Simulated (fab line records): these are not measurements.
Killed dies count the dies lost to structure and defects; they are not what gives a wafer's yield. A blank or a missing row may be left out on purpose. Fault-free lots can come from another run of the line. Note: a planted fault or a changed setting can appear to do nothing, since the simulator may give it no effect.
Chamber matching :: flow n5_finfet :: rie_diel-04 running N5_SDB_HM_OPEN_20: 3 sister chambers
The step chemistry CH3F/O2, target SiNx, stops on poly-Si, target depth 24 nm. 18 wafers are shown with their chamber, then 6 later ones without.

EACH WAFER AND ITS CHAMBER
wafer: L081.1
chamber: 3
showerhead_plenum_p_Torr (Torr): 1.90
rf_vpp_V (V): 307
throttle_valve_pct (%): 16.24

wafer: L081.3
chamber: 1
showerhead_plenum_p_Torr (Torr): 2.06
rf_vpp_V (V): 305
throttle_valve_pct (%): 16.41

wafer: L081.4
chamber: 3
showerhead_plenum_p_Torr (Torr): 1.90
rf_vpp_V (V): 306
throttle_valve_pct (%): 16.23

wafer: L082.3
chamber: 3
showerhead_plenum_p_Torr (Torr): 1.90
rf_vpp_V (V): 308
throttle_valve_pct (%): 16.25

wafer: L082.4
chamber: 1
showerhead_plenum_p_Torr (Torr): 2.06
rf_vpp_V (V): 304
throttle_valve_pct (%): 16.41

wafer: L082.6
chamber: 0
showerhead_plenum_p_Torr (Torr): 2.02
rf_vpp_V (V): 295
throttle_valve_pct (%): 16.67

wafer: L083.2
chamber: 0
showerhead_plenum_p_Torr (Torr): 2.02
rf_vpp_V (V): 297
throttle_valve_pct (%): 16.69

wafer: L083.4
chamber: 0
showerhead_plenum_p_Torr (Torr): 2.02
rf_vpp_V (V): 295
throttle_valve_pct (%): 16.70

wafer: L083.6
chamber: 3
showerhead_plenum_p_Torr (Torr): 1.90
rf_vpp_V (V): 307
throttle_valve_pct (%): 16.27

wafer: L086.1
chamber: 0
showerhead_plenum_p_Torr (Torr): 2.01
rf_vpp_V (V): 296
throttle_valve_pct (%): 16.70

wafer: L086.5
chamber: 1
showerhead_plenum_p_Torr (Torr): 2.06
rf_vpp_V (V): 305
throttle_valve_pct (%): 16.43

wafer: L086.6
chamber: 3
showerhead_plenum_p_Torr (Torr): 1.90
rf_vpp_V (V): 307
throttle_valve_pct (%): 16.26

wafer: L087.1
chamber: 0
showerhead_plenum_p_Torr (Torr): 2.01
rf_vpp_V (V): 295
throttle_valve_pct (%): 16.71

wafer: L087.2
chamber: 1
showerhead_plenum_p_Torr (Torr): 2.06
rf_vpp_V (V): 308
throttle_valve_pct (%): 16.46

wafer: L087.5
chamber: 1
showerhead_plenum_p_Torr (Torr): 2.06
rf_vpp_V (V): 304
throttle_valve_pct (%): 16.45

wafer: L093.1
chamber: 0
showerhead_plenum_p_Torr (Torr): 2.01
rf_vpp_V (V): 296
throttle_valve_pct (%): 16.73

wafer: L093.4
chamber: 1
showerhead_plenum_p_Torr (Torr): 2.05
rf_vpp_V (V): 305
throttle_valve_pct (%): 15.95

wafer: L093.6
chamber: 3
showerhead_plenum_p_Torr (Torr): 1.89
rf_vpp_V (V): 308
throttle_valve_pct (%): 16.31

SIGNATURES (averages over the wafers above)
reading: showerhead_plenum_p_Torr
chamber 0: 2.0150
chamber 1: 2.0583
chamber 3: 1.8983
scatter within a chamber: 0.00459

reading: rf_vpp_V
chamber 0: 295.67
chamber 1: 305.17
chamber 3: 307.17
scatter within a chamber: 1.06

reading: throttle_valve_pct
chamber 0: 16.7000
chamber 1: 16.3517
chamber 3: 16.2600
scatter within a chamber: 0.116
Rule: for each reading, subtract the chamber's mean from the wafer's reading, divide by that reading's scatter and square the result; add these up over the readings and take the root, which gives the wafer's distance from the chamber. If the next closest chamber is less than 2 further off than the closest, the wafer can't be placed; otherwise it belongs to the closest. The scatter is the square root of a quotient: the sum, over the shown wafers, of each reading's squared deviation from its chamber's mean, divided by wafers minus chambers.

WAFERS WITH NO CHAMBER GIVEN
wafer: L094.1
showerhead_plenum_p_Torr (Torr): 2.01
rf_vpp_V (V): 296
throttle_valve_pct (%): 16.74

wafer: L094.2
showerhead_plenum_p_Torr (Torr): 2.05
rf_vpp_V (V): 304
throttle_valve_pct (%): 15.98

wafer: L094.5
showerhead_plenum_p_Torr (Torr): 2.05
rf_vpp_V (V): 306
throttle_valve_pct (%): 15.94

wafer: L096.2
showerhead_plenum_p_Torr (Torr): 1.89
rf_vpp_V (V): 307
throttle_valve_pct (%): 16.30

wafer: L097.2
showerhead_plenum_p_Torr (Torr): 2.05
rf_vpp_V (V): 305
throttle_valve_pct (%): 15.98

wafer: L097.3
showerhead_plenum_p_Torr (Torr): 2.01
rf_vpp_V (V): 296
throttle_valve_pct (%): 16.74

WHICH CHAMBER EACH ONE RAN IN
wafer: L094.1
from the rows above: 0
in truth: 0

wafer: L094.2
from the rows above: 1
in truth: 1

wafer: L094.5
from the rows above: 1
in truth: 1

wafer: L096.2
from the rows above: 3
in truth: 3

wafer: L097.2
from the rows above: 1
in truth: 1

wafer: L097.3
from the rows above: 0
in truth: 0
Placed correctly: 6 of 6. Not placeable from these rows: 0. Wrongly placed: 0.
